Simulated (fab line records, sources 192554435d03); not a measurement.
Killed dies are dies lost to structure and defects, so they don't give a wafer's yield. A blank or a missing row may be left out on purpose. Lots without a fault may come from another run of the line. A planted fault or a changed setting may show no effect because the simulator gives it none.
Chamber matching | flow n5_finfet | N5_SPACER0_ALD_08 on ald_sin-04: 4 sister chambers
The step deposits SiNx, target thk 2 nm. 7 wafers are shown with their chamber, then 7 later ones without.

WAFERS WITH THEIR CHAMBER
wafer  | chamber | heater_power_w (W) | susceptor_temp_C (C)
L870.2 | 2       | 1045               | 399.32
L870.5 | 1       | 847                | 400.36
L871.1 | 0       | 978                | 400.03
L871.2 | 1       | 858                | 400.09
L871.5 | 3       | 823                | 399.58
L872.3 | 0       | 959                | 399.69
L872.5 | 2       | 1015               | 400.09

WAFERS WITHOUT THEIR CHAMBER
wafer  | heater_power_w (W) | susceptor_temp_C (C)
L872.6 | 837                | 399.72
L875.1 | 842                | 399.96
L875.3 | 1002               | 400.27
L875.6 | 962                | 399.86
L878.3 | 1058               | 400.05
L878.4 | 989                | 399.98
L878.5 | 983                | 400.20

WHICH CHAMBER EACH WENT THROUGH
wafer  | from the rows above     | in truth
L872.6 | can't be placed: 3 or 1 | 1
L875.1 | can't be placed: 1 or 3 | 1
L875.3 | can't be placed: 2 or 0 | 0
L875.6 | 0                       | 0
L878.3 | 2                       | 2
L878.4 | can't be placed: 0 or 2 | 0
L878.5 | 0                       | 0
Placed correctly: 3 of 7. Can't be placed from these rows: 4 (the true chamber is among the candidates in 4). Placed wrongly: 0.
How it was worked out, from the rows above alone: a wafer's distance from a chamber is the root of the sum, over the readings, of the square of ((its reading less the chamber's mean) divided by the reading's scatter). The wafer belongs to the nearest chamber; if the next one is less than 2 further off, it can't be placed. A chamber's mean is the mean of its shown wafers. The scatter: the root of (the sum of the squares of (reading less its chamber's mean) over the shown wafers, divided by (wafers less chambers)).
